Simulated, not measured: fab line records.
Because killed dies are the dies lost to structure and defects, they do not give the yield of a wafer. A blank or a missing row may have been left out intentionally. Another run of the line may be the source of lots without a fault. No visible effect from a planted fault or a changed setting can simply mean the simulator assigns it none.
fab line records | flow nand-harc | part 1 of 2: steps 1 to 4 of 6
record lots=24 wafers=72 last-day=33
route steps=1302 shown A_CHANNEL_FILL_D2@613 A_STAIRCASE@669
lots that met no fault: from a run of the same line without faults
start-h: hours from the record's opening day to when the first of the lot's shown wafers began | wait-h: time in hours since the lot's previous step | " the same as in the row above | L1.1+2: one row covering several wafers at once | - no value present, or no start provided | * or withheld: withheld | < > ~ a bound
route shown NAME@n: names a module that has steps shown in the file, with the first one's number in the route | usual: average and standard deviation across the fault-free wafers | same: alike in all rows | chamber/n: place in a boat | sites: per-site readings | _std_site: standard deviation across them | _edge_site: the outer-site mean with the inner-site mean subtracted | radius-mm: for every site, how far away it sits from the centre of the wafer | mask NAME#n: copy n | behind: the tool/chamber that last shaped the wafer | hold: the reason the lot was held/the length of the hold in hours/how it ended | device: names the non-switching transistor (n, p or np) | end of line: the route-end tests of the same wafers | where a step has no rows: the recipe by itself | killed: the dies lost at the first sort to structure and to defects; this is not the yield of the wafer | map: the dies of a wafer, with x for killed, . for not killed, _ for no die there
set.NAME: the run value of the setting; set.NAME@STEP: its run value at that earlier step | model.NAME: the simulator's own value behind a step, which no gauge read
one table for each step of the route and one row for each wafer, over a sample of lots
services: when a tool's chamber went out of use (start-h, in hours from the record's first day, below 0 if earlier), for how many hours, and the reason
## steps
# step NHARC_A_CHANNEL_FILL_D2_ALD_03
# recipe target-thk-a=60 pulse-time-s=60 ald-cycles=58 temp-c=630 pressure-torr=2 material=SiNx
# usual precursor-pulse-height-rel=1.000/0.018
# columns lot.wafer tool chamber start-h wait-h precursor-pulse-height-rel
L074.1 ald-sin-batch-02 0 - - 0.992
L074.4 " 0 " " 1.015
L074.6 " 0 " " 1.028
L075.2 ald-sin-batch-02 0 - - 0.979
L075.5 " 0 " " 0.989
L075.6 " 0 " " 0.975
L076.2 ald-sin-batch-01 0 - - 0.969
L076.5 " 0 " " 0.972
L076.6 " 0 " " 0.996
L077.2 ald-sin-batch-01 0 - - 1.004
L077.4 " 0 " " 1.008
L077.6 " 0 " " 0.976
L078.3 ald-sin-batch-01 0 - - 1.007
L078.4 " 0 " " 0.980
L078.6 " 0 " " 1.006
L079.1 ald-sin-batch-01 0 - - 1.004
L079.2 " 0 " " 0.963
L079.3 " 0 " " 0.995
L080.1 ald-sin-batch-02 0 - - 0.996
L080.3 " 0 " " 1.012
L080.5 " 0 " " 1.012
L081.2 ald-sin-batch-01 0 - - 1.025
L081.3 " 0 " " 0.996
L081.5 " 0 " " 0.987
L082.1 ald-sin-batch-01 0 - - 1.002
L082.2 " 0 " " 0.977
L082.5 " 0 " " 1.018
L083.2 ald-sin-batch-01 0 - - 0.989
L083.4 " 0 " " 1.021
L083.5 " 0 " " 1.029
L084.1 ald-sin-batch-01 0 - - 1.032
L084.3 " 0 " " 1.020
L084.6 " 0 " " 0.970
L085.1 ald-sin-batch-02 0 - - 0.979
L085.2 " 0 " " 1.017
L085.4 " 0 " " 0.989
L086.1 ald-sin-batch-02 0 - - 0.995
L086.3 " 0 " " 0.986
L086.4 " 0 " " 1.005
L087.1 ald-sin-batch-02 0 - - 1.029
L087.4 " 0 " " 1.006
L087.6 " 0 " " 0.989
L088.1 ald-sin-batch-01 0 - - 0.992
L088.2 " 0 " " 1.021
L088.5 " 0 " " 1.002
L089.1 ald-sin-batch-01 0 - - 0.999
L089.3 " 0 " " 0.996
L089.6 " 0 " " 1.003
L090.2 ald-sin-batch-01 0 - - 0.998
L090.3 " 0 " " 0.988
L090.6 " 0 " " 0.974
L091.1 ald-sin-batch-03 0 - - 1.010
L091.2 " 0 " " 1.020
L091.3 " 0 " " 0.997
L092.4 ald-sin-batch-03 0 - - 0.989
L092.5 " 0 " " 0.982
L092.6 " 0 " " 0.979
L093.2 ald-sin-batch-03 0 - - 0.985
L093.3 " 0 " " 1.018
L093.6 " 0 " " 1.003
L094.1 ald-sin-batch-02 0 - - 0.996
L094.3 " 0 " " 1.009
L094.4 " 0 " " 0.991
L096.2 ald-sin-batch-02 0 - - 0.997
L096.3 " 0 " " 0.979
L096.4 " 0 " " 0.994
L095.3 ald-sin-batch-03 0 - - 1.021
L095.5 " 0 " " 1.007
L095.6 " 0 " " 1.003
L097.1 ald-sin-batch-01 0 - - 0.980
L097.2 " 0 " " 1.017
L097.5 " 0 " " 1.011
# step NHARC_A_CHANNEL_FILL_D2_STRIP_28
# recipe time-s=20 o2-flow-sccm=500 ar-flow-sccm=0 bias-w=0 chemistry=O2
# usual drypump-motor-current-A=5.8/0.54 oes-product-au=0.997/0.014 rf-vpp-V=57.7/0.96 showerhead-plenum-p-Torr=3.51/0.17 throttle-valve-pct=17.036/0.0097
# columns lot.wafer tool chamber start-h wait-h drypump-motor-current-A oes-product-au rf-hours-counter-h rf-vpp-V showerhead-plenum-p-Torr throttle-valve-pct
L074.1 rie-diel-12 3 340.56 0.1 5.7 0.978 2 58.3 3.76 17.035
L074.4 " 0 " " 6.2 0.981 2 58.1 3.69 17.047
L074.6 " 1 " " 5.6 0.992 - 57.5 3.37 17.032
L076.2 rie-diel-13 0 340.56 0.1 6.1 0.990 5 57.9 3.41 17.048
L076.5 " 2 " " 6.7 1.009 - 55.5 3.52 17.046
L076.6 " 3 " " 6.0 0.970 - 56.0 3.32 17.044
L075.2 rie-diel-04 3 340.58 0.1 4.8 1.000 17 58.8 3.40 17.037
L075.6 " 0 " " 6.1 1.020 - 58.1 3.36 17.017
L075.5 " 1 " " 6.2 0.989 - 58.8 3.69 17.026
L078.3 rie-diel-12 0 368.35 0.1 6.2 0.995 3 57.7 3.69 17.030
L078.4 " 2 " " 5.1 1.025 3 58.6 3.73 17.024
L078.6 " 0 " " 6.3 1.002 - 58.4 3.69 17.047
L079.3 rie-diel-13 2 368.35 0.1 6.7 1.005 0 56.8 3.52 17.042
L079.2 " 3 " " 6.1 0.988 0 57.6 3.31 17.045
L079.1 " 0 " " 6.0 0.986 0 57.1 3.41 17.042
L077.4 rie-diel-04 1 368.64 0.4 6.2 0.984 0 57.8 3.69 17.028
L077.2 " 2 " " 5.6 0.994 1 57.1 3.68 17.033
L077.6 " 0 " " 6.1 0.985 - 56.8 3.36 17.022
L080.3 rie-diel-12 0 380.84 0.1 6.2 0.992 3 57.5 3.69 17.030
L080.1 " 1 " " 5.6 1.004 3 56.8 3.37 17.041
L080.5 " 0 " " 6.2 0.987 - 59.2 3.69 17.028
L082.2 rie-diel-04 1 386.50 0.1 6.2 1.003 2 58.3 3.69 17.025
L082.1 " 2 " " 5.6 0.997 2 58.1 3.68 17.031
L082.5 " 2 " " 5.6 0.998 - 58.5 3.68 17.025
L081.3 rie-diel-13 3 386.52 0.1 6.0 0.989 1 56.2 3.31 17.031
L081.2 " 1 " " 5.1 1.010 1 55.8 3.31 17.044
L081.5 " 3 " " 6.1 0.992 - 55.8 3.31 17.038
L084.3 rie-diel-12 3 426.73 0.1 5.7 0.959 5 59.3 3.76 17.028
L084.1 " 1 " " 5.6 1.004 5 58.0 3.37 17.026
L084.6 " 0 " " 6.3 0.996 - 58.8 3.69 17.035
L083.2 rie-diel-13 3 426.73 0.1 6.1 0.986 2 57.3 3.31 17.038
L083.4 " 0 " " 6.1 0.986 2 57.7 3.41 17.023
L083.5 " 3 " " 6.1 0.986 - 58.6 3.31 17.047
L086.4 rie-diel-12 2 439.38 0.1 5.1 1.036 6 56.3 3.73 17.063
L086.3 " 0 " " 6.2 0.993 5 58.6 3.69 17.032
L086.1 " 1 " " 5.6 0.996 5 57.5 3.37 17.027
L085.1 rie-diel-13 1 439.38 0.1 5.0 1.020 2 56.5 3.31 17.037
L085.2 " 2 " " 6.7 0.997 2 58.3 3.52 17.029
L085.4 " 3 " " 6.0 0.990 2 59.0 3.31 17.041
L087.4 rie-diel-13 2 468.37 0.1 6.7 1.005 2 58.2 3.52 17.021
L087.1 " 3 " " 6.0 0.983 3 56.6 3.31 17.036
L087.6 " 2 " " 6.7 1.015 - 57.0 3.52 17.051
L089.3 rie-diel-13 3 479.02 0.1 6.1 0.992 3 57.1 3.31 17.035
L089.1 " 0 " " 6.0 0.984 3 58.0 3.41 17.029
L089.6 " 3 " " 6.1 0.987 - 58.1 3.31 17.051
L088.1 rie-diel-12 3 479.04 0.1 5.7 0.974 1 57.7 3.76 17.038
L088.2 " 0 " " 6.2 1.002 1 55.5 3.69 17.033
L088.5 " 0 " " 6.2 0.994 - 58.1 3.69 17.053
L090.2 rie-diel-13 1 502.95 0.1 5.1 1.014 4 56.6 3.31 17.025
L090.3 " 3 " " 6.1 0.983 4 57.4 3.31 17.033
L090.6 " 1 " " 5.1 1.006 - 57.6 3.31 17.023
L091.3 rie-diel-12 1 506.59 0.1 5.6 1.000 2 58.7 3.37 17.038
L091.2 " 3 " " 5.7 0.971 2 59.1 3.76 17.027
L091.1 " 0 " " 6.2 1.000 2 59.3 3.69 17.019
L092.4 rie-diel-13 3 506.59 0.1 6.0 0.999 4 55.6 3.31 17.033
L092.5 " 2 " " 6.7 1.016 - 57.3 3.52 17.038
L092.6 " 3 " " 6.1 0.980 - 57.3 3.31 17.042
L093.2 rie-diel-04 1 514.65 0.1 6.2 1.005 27 58.4 3.68 17.045
L093.3 " 3 " " 4.8 1.007 23 58.4 3.39 17.031
L093.6 " 2 " " 5.6 0.994 - 57.4 3.67 17.034
L094.4 rie-diel-13 3 535.35 0.1 6.0 0.995 0 58.6 3.31 17.043
L094.3 " 0 " " 6.1 0.980 0 58.7 3.41 17.048
L094.1 " 1 " " 5.0 1.012 0 56.5 3.31 17.054
L096.4 rie-diel-12 3 535.42 0.1 5.7 0.988 3 58.4 3.76 17.043
L096.2 " 1 " " 5.6 1.014 3 56.1 3.37 17.033
L096.3 " 2 " " 5.2 1.009 3 58.2 3.72 17.035
L095.3 rie-diel-13 0 549.37 0.1 6.1 0.976 1 55.7 3.41 17.049
L095.6 " 2 " " 6.7 1.007 - 58.2 3.52 17.035
L095.5 " 1 " " 5.0 1.002 - 56.6 3.31 17.014
L097.2 rie-diel-12 2 554.93 0.1 5.1 1.001 4 58.7 3.72 17.043
L097.1 " 0 " " 6.2 0.995 4 57.3 3.69 17.053
L097.5 " 1 " " 5.6 1.001 - 57.3 3.37 17.025
# step NHARC_A_CHANNEL_FILL_D2_ALD_25
# recipe target-thk-a=600 pulse-time-s=10 ald-cycles=600 temp-c=300 material=SiOx
# usual heater-power-outer-w=271/31 heater-power-w=484/55 precursor-pulse-height-rel=1.000/0.021
# columns lot.wafer tool chamber start-h wait-h heater-power-outer-w heater-power-w precursor-pulse-height-rel since-wet-clean-h
L075.2 ald-hk-04 2 352.33 0.1 266 448 0.994 88
L075.5 " 2 354.77 2.5 265 441 1.011 -
L075.6 " 3 " " 267 490 1.026 -
L076.2 ald-hk-03 2 354.27 2.0 272 474 0.977 129
L076.5 " 3 " " 236 411 0.970 -
L076.6 " 0 " " 238 451 0.997 -
L074.1 ald-hk-04 0 355.98 3.7 340 612 0.995 92
L074.4 " 1 " " 255 463 1.009 92
L074.6 " 1 359.05 6.8 260 468 1.005 -
L078.3 ald-hk-04 0 380.09 0.0 350 615 1.027 116
L078.4 " 1 " " 254 460 0.952 116
L078.6 " 0 382.57 2.5 349 612 1.006 -
L077.4 ald-hk-02 0 381.32 1.3 249 445 1.034 21
L077.2 " 1 " " 296 531 1.013 22
L077.6 " 3 383.18 3.1 242 441 0.979 -
L079.2 ald-hk-03 1 381.52 1.5 298 554 1.004 156
L079.1 " 2 " " 269 479 1.028 157
L079.3 " 3 " " 229 417 0.981 158
L080.3 ald-hk-02 3 394.88 0.0 240 445 0.978 34
L080.1 " 2 396.73 1.9 290 557 1.027 36
L080.5 " 3 " " 244 442 1.024 -
L081.3 ald-hk-02 0 398.57 0.1 251 444 0.966 38
L081.2 " 2 399.81 1.3 296 554 0.990 39
L081.5 " 0 401.04 2.6 246 450 0.989 -
L082.2 ald-hk-04 0 399.14 0.7 353 628 1.000 135
L082.1 " 1 " " 254 459 1.009 135
L082.5 " 3 400.96 2.5 268 472 0.946 -
L084.3 ald-hk-03 2 440.72 0.7 276 467 1.008 38
L084.1 " 3 " " 238 409 0.973 38
L084.6 " 2 443.18 3.1 272 463 0.988 -
L083.4 ald-hk-02 3 440.72 0.7 241 447 0.991 80
L083.2 " 0 " " 247 462 0.978 81
L083.5 " 3 443.20 3.1 244 445 1.002 -
L086.1 ald-hk-04 3 452.69 0.1 261 479 0.999 10
L086.4 " 0 " " 344 590 0.996 11
L086.3 " 1 " " 252 471 0.985 12
L085.2 ald-hk-03 1 453.28 0.7 293 536 1.010 50
L085.4 " 2 " " 264 479 0.961 51
L085.1 " 3 " " 231 414 0.974 51
L087.4 ald-hk-02 2 480.02 0.0 290 547 0.995 120
L087.1 " 0 481.24 1.3 262 455 0.996 121
L087.6 " 3 483.07 3.1 249 430 1.031 -
L088.2 ald-hk-02 3 491.74 0.7 249 443 1.018 131
L088.1 " 0 " " 245 452 0.986 132
L088.5 " 3 494.18 3.1 248 442 0.996 -
L089.1 ald-hk-03 0 491.74 0.7 239 433 0.959 89
L089.3 " 2 492.97 1.9 273 475 1.079 90
L089.6 " 3 " " 236 409 1.010 -
L090.2 ald-hk-03 2 515.47 0.7 273 467 1.020 112
L090.3 " 0 516.71 1.9 236 432 1.018 114
L090.6 " 2 517.94 3.1 274 468 0.999 -
L091.1 ald-hk-02 1 519.39 0.1 300 524 1.043 159
L091.3 " 2 " " 300 554 0.995 160
L091.2 " 0 521.22 1.9 260 449 1.004 161
L092.4 ald-hk-03 1 520.01 0.7 295 529 1.021 117
L092.6 " 0 521.86 2.5 237 429 1.004 -
L092.5 " 1 " " 293 544 1.012 -
L093.2 ald-hk-03 0 527.91 1.3 239 431 1.005 125
L093.3 " 1 " " 298 523 0.972 125
L093.6 " 2 " " 272 476 0.983 -
L094.4 ald-hk-03 0 548.48 0.0 232 422 0.992 145
L094.3 " 2 549.70 1.3 272 473 1.006 147
L094.1 " 3 " " 238 411 1.020 147
L096.2 ald-hk-02 1 551.62 3.2 285 519 1.036 13
L096.4 " 2 " " 292 531 1.014 14
L096.3 " 3 " " 231 432 0.997 14
L095.3 ald-hk-03 1 563.06 1.9 288 525 0.988 160
L095.6 " 2 " " 279 476 1.028 -
L095.5 " 3 " " 242 418 1.024 -
L097.1 ald-hk-04 0 566.28 0.1 331 585 0.983 124
L097.2 " 2 567.53 1.3 288 457 0.998 125
L097.5 " 0 568.78 2.6 337 602 1.023 -
# step NHARC_A_STAIRCASE_ETCH_13
# recipe target-depth-a=1000 time-s=40.5 ion-energy-ev=400 c4f8-flow-sccm=20 o2-flow-sccm=10 ar-flow-sccm=withheld rf-w=600 bias-w=1000 chemistry=C4F8/O2
# usual oes-product-au=0.937/0.017 rf-vpp-V=897/5.7
# columns lot.wafer tool chamber start-h wait-h oes-product-au rf-hours-counter-h rf-vpp-V
L075.2 rie-diel-06 3 - - 0.933 13 899
L075.6 " 3 " " 0.924 - 899
L075.5 " 0 " " 0.942 - 905
L076.2 rie-diel-06 2 - - 0.924 12 892
L076.5 " 0 " " 0.924 - 904
L076.6 " 1 " " 0.916 - 894
L074.1 rie-diel-03 3 - - 0.941 29 895
L074.4 " 1 " " 0.918 27 906
L074.6 " 0 " " 0.938 - 887
L078.4 rie-diel-03 0 - - 0.940 39 886
L078.3 " 1 " " 0.927 36 906
L078.6 " 3 " " 0.949 - 895
L077.4 rie-diel-03 1 - - 0.927 36 906
L077.2 " 2 " " 0.955 37 897
L077.6 " 1 " " 0.930 - 904
L079.2 rie-diel-06 1 - - 0.910 20 894
L079.3 " 2 " " 0.922 18 892
L079.1 " 3 " " 0.933 21 899
L080.1 rie-diel-06 0 - - 0.964 27 905
L080.3 " 2 " " 0.934 23 890
L080.5 " 0 " " 0.957 - 904
L081.3 rie-diel-03 3 - - 0.932 48 894
L081.2 " 0 " " 0.924 45 888
L081.5 " 1 " " 0.921 - 904
L082.2 rie-diel-06 3 - - 0.914 26 898
L082.1 " 1 " " 0.907 27 894
L082.5 " 3 " " 0.917 - 897
L084.1 rie-diel-06 0 - - 0.930 43 903
L084.3 " 1 " " 0.925 41 893
L084.6 " 0 " " 0.935 - 903
L083.4 rie-diel-02 3 - - 0.968 16 895
L083.2 " 1 " " 0.943 17 906
L083.5 " 3 " " 0.960 - 897
L086.4 rie-diel-03 1 - - 0.935 0 906
L086.1 " 2 " " 0.941 0 898
L086.3 " 0 " " 0.940 0 905
L085.1 rie-diel-06 1 - - 0.900 43 894
L085.2 " 2 " " 0.935 40 891
L085.4 " 0 " " 0.917 46 903
L087.1 rie-diel-06 2 - - 0.958 0 891
L087.4 " 3 " " 0.929 0 898
L087.6 " 1 " " 0.959 - 896
L088.2 rie-diel-02 1 - - 0.939 34 906
L088.1 " 3 " " 0.949 36 896
L088.5 " 2 " " 0.969 - 899
L089.1 rie-diel-03 1 - - 0.944 16 904
L089.3 " 2 " " 0.961 14 898
L089.6 " 1 " " 0.940 - 904
L090.3 rie-diel-06 3 - - 0.922 5 897
L090.2 " 0 " " 0.938 9 904
L090.6 " 3 " " 0.913 - 898
L092.4 rie-diel-06 1 - - 0.939 11 895
L092.5 " 0 " " 0.920 - 902
L092.6 " 1 " " 0.932 - 892
L091.2 rie-diel-03 1 - - 0.915 25 904
L091.1 " 2 " " 0.929 23 899
L091.3 " 0 " " 0.910 19 906
L093.3 rie-diel-02 3 - - 0.933 50 895
L093.2 " 1 " " 0.935 43 905
L093.6 " 0 " " 0.931 - 886
L094.3 rie-diel-02 2 - - 0.980 54 899
L094.4 " 0 " " 0.938 57 887
L094.1 " 1 " " 0.944 53 906
L096.3 rie-diel-06 0 - - 0.928 23 905
L096.4 " 1 " " 0.961 22 893
L096.2 " 2 " " 0.960 22 891
L095.3 rie-diel-06 1 - - 0.979 27 893
L095.6 " 1 " " 0.972 - 894
L095.5 " 2 " " 0.973 - 891
L097.2 rie-diel-06 1 - - 0.946 30 894
L097.1 " 2 " " 0.935 29 890
L097.5 " 0 " " 0.924 - 903
